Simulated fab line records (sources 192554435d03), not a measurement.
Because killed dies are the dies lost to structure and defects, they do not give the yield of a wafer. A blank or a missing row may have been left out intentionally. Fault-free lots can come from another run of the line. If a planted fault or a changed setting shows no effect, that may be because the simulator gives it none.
Which of the tools did it? + flow n5Finfet + 6 lots with 16 wafers sampled at 2 steps, on a route of 1938 steps

WHAT EACH GAUGE READ, for each wafer
N5_PASSIVATION_OVL_MEAS_60.
| lot  | measured     | on         | TV_OVL (nm) |
|------|--------------|------------|-------------|
| L266 | day 12 06:02 | overlay-01 | 4 -1        |
| L268 | day 12 15:05 | overlay-02 | -1 1        |
| L271 | day 13 05:43 | overlay-02 | 1 -2 -1     |
| L278 | day 15 04:45 | overlay-01 | 13 6 4      |
| L281 | day 16 03:17 | overlay-02 | 6 10 4      |
| L288 | day 17 18:17 | overlay-01 | 5 1 10      |

WHICH TOOL RAN EACH LOT (tool, then ch and the chambers of the sampled wafers, then the start)
| lot  | N5_BEOL_M13_ECD_47            |
|------|-------------------------------|
| L266 | ecdCu-01 ch 1, day 11 03:19   |
| L268 | ecdCu-02 ch 0,1, day 11 20:19 |
| L271 | ecdCu-01 ch 0,1, day 12 11:07 |
| L278 | ecdCu-01 ch 0,1, day 14 06:46 |
| L281 | ecdCu-02 ch 0,1, day 15 05:50 |
| L288 | ecdCu-02 ch 0,1, day 16 22:27 |
- N5_BEOL_M13_ECD_47: material Cu, target thk 936 nm.

THE ANSWER, worked out from the rows above alone
Rule: the lots themselves supply what counts as usual. The widest of any qualifying gaps counts: lots, ordered by their means at a reading, are off when they make up no more than a third of the lots, leave a main group of 4 or more, and stand apart from it by 3 or more times the standard deviation of that group's means. If all means in a main group match to the digits the tables above print for the reading, that group is not used. Also off: a lot with no number at a reading for which 4 or more lots have one. The other lots that the step has rows for count as sound.
None of the lots is off at any reading shown; this tells nothing.

WHAT THE SIMULATOR PUT IN
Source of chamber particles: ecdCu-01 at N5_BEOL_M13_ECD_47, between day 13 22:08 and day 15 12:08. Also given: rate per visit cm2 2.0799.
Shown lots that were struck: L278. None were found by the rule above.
